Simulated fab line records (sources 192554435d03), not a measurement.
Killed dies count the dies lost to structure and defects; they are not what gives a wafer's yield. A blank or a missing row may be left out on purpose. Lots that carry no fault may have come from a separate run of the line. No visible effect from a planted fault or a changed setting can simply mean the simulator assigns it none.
Chamber matching	flow n5-finfet	N5_BEOL_M10_ILD_DEP_00 on pecvd-04 has 3 sister chambers
The step deposits SiCOH lowk from DEMS/porogen, target thk 308.51 nm, time 58 s. 3 wafers are shown with their chamber, then 10 later ones without.

EACH WAFER AND ITS CHAMBER
wafer	chamber	throttle-valve-pct (%)
L089.6	1	13.8
L090.4	2	12.5
L090.5	0	15.0

WAFERS WITHOUT THEIR CHAMBER
wafer	throttle-valve-pct (%)
L090.6	14.0
L093.1	12.7
L093.3	14.8
L093.4	12.6
L094.4	14.0
L094.5	12.7
L094.6	15.4
L095.2	12.8
L095.3	15.3
L095.5	14.0

THE CHAMBER EACH PASSED THROUGH
wafer	from the rows above	in truth
L090.6	1	1
L093.1	2	2
L093.3	0	0
L093.4	2	2
L094.4	1	1
L094.5	2	2
L094.6	0	0
L095.2	2	2
L095.3	0	0
L095.5	1	1
10 of 10 placed correctly. Number that these rows cannot place: 0. Number placed wrongly: 0.
How it was worked out, from the rows above alone: a wafer's distance from a chamber is the root of the sum, over the readings, of the square of ((its reading less the chamber's mean) divided by the reading's scatter). The wafer belongs to the nearest chamber; if the next one is less than 2 further off, it can't be placed. Each chamber's mean is taken over the wafers shown for it. The scatter (one wafer shown for each chamber): square how far every hidden wafer sits from the nearest shown wafer, average those squares and take the square root.
